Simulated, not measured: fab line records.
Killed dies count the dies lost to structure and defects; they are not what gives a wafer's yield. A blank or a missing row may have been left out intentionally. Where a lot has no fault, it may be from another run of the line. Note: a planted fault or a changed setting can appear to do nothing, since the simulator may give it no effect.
Matching of chambers + flow n5_finfet + N5_BEOL_M11_DESCUM_33 on rie_diel-01: 4 sister chambers
The step chemistry O2, time 7.9 s. 7 wafers are shown with their chamber, then 7 later ones without.

WAFERS WITH THEIR CHAMBER
| wafer  | chamber | showerhead_plenum_p_Torr (Torr) | throttle_valve_pct (%) |
|--------|---------|---------------------------------|------------------------|
| L078.1 | 1       | 2.07                            | 20.56                  |
| L078.6 | 0       | 2.09                            | 20.54                  |
| L090.2 | 1       | 2.06                            | 20.63                  |
| L090.4 | 2       | 1.98                            | 20.38                  |
| L090.6 | 3       | 2.07                            | 20.55                  |
| L092.1 | 2       | 1.98                            | 20.39                  |
| L092.2 | 3       | 2.07                            | 20.56                  |

WAFERS WHOSE CHAMBER IS MISSING
| wafer  | showerhead_plenum_p_Torr (Torr) | throttle_valve_pct (%) |
|--------|---------------------------------|------------------------|
| L092.3 | 2.08                            | 20.09                  |
| L094.2 | 2.06                            | 20.64                  |
| L094.3 | 2.08                            | 20.08                  |
| L094.5 | 2.06                            | 20.64                  |
| L093.1 | 2.08                            | 20.09                  |
| L093.2 | 2.06                            | 20.64                  |
| L093.3 | 1.98                            | 20.40                  |

WHICH CHAMBER EACH ONE RAN IN
| wafer  | from the rows above     | in truth |
|--------|-------------------------|----------|
| L092.3 | can't be placed: 0 or 3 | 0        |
| L094.2 | can't be placed: 1 or 3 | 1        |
| L094.3 | can't be placed: 0 or 3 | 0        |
| L094.5 | can't be placed: 1 or 3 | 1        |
| L093.1 | can't be placed: 0 or 3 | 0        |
| L093.2 | can't be placed: 1 or 3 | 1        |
| L093.3 | 2                       | 2        |
Correctly placed: 1 of 7. Unplaceable from these rows: 6, with the true chamber sitting among the candidates in 6. Placed wrongly: 0.
How it was worked out, from the rows above alone: a wafer's distance from a chamber is the root of the sum, over the readings, of the square of ((its reading less the chamber's mean) divided by the reading's scatter). The wafer belongs to the nearest chamber; if the next one is less than 2 further off, it can't be placed. A chamber's mean is the mean of its shown wafers. How the scatter is found: for the shown wafers, subtract from each reading the mean of its chamber, square and add these, divide the total by (wafers less chambers), then take the root.
